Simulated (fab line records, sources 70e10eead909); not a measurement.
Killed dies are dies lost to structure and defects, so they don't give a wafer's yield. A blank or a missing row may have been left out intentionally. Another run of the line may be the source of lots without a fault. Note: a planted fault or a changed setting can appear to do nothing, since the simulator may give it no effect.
Chamber matching | flow nand_harc | NHARC_A_STAIRCASE_CMP_472 on cmp-02: 4 sister chambers
The step polishes SiO2. 4 wafers are shown with their chamber, then 9 later ones without.

WAFERS WITH THEIR CHAMBER
wafer  | chamber | motor_current_A (A)
L087.5 | 1       | 13.5
L087.6 | 2       | 11.3
L085.3 | 3       | 12.0
L085.6 | 0       | 13.4

WAFERS WITH NO CHAMBER GIVEN
wafer  | motor_current_A (A)
L088.2 | 12.6
L088.4 | 11.9
L088.5 | 13.2
L093.1 | 11.6
L093.3 | 12.9
L093.4 | 13.6
L096.1 | 11.9
L096.2 | 13.2
L096.4 | 11.1

THE CHAMBER EACH PASSED THROUGH
wafer  | from the rows above          | in truth
L088.2 | can't be placed: 3 or 0 or 1 | 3
L088.4 | can't be placed: 3 or 2      | 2
L088.5 | can't be placed: 0 or 1      | 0
L093.1 | can't be placed: 2 or 3      | 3
L093.3 | can't be placed: 0 or 1 or 3 | 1
L093.4 | can't be placed: 1 or 0      | 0
L096.1 | can't be placed: 3 or 2      | 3
L096.2 | can't be placed: 0 or 1      | 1
L096.4 | 2                            | 2
1 of 9 placed correctly. Unplaceable from these rows: 8, with the true chamber sitting among the candidates in 8. Number placed wrongly: 0.
How it was worked out, from the rows above alone: a wafer's distance from a chamber is the root of the sum, over the readings, of the square of ((its reading less the chamber's mean) divided by the reading's scatter). The wafer belongs to the nearest chamber; if the next one is less than 2 further off, it can't be placed. A chamber's mean is the mean of its shown wafers. The scatter: with one shown wafer a chamber, the root of the mean of the squares of how far each hidden wafer lies from its nearest shown one.
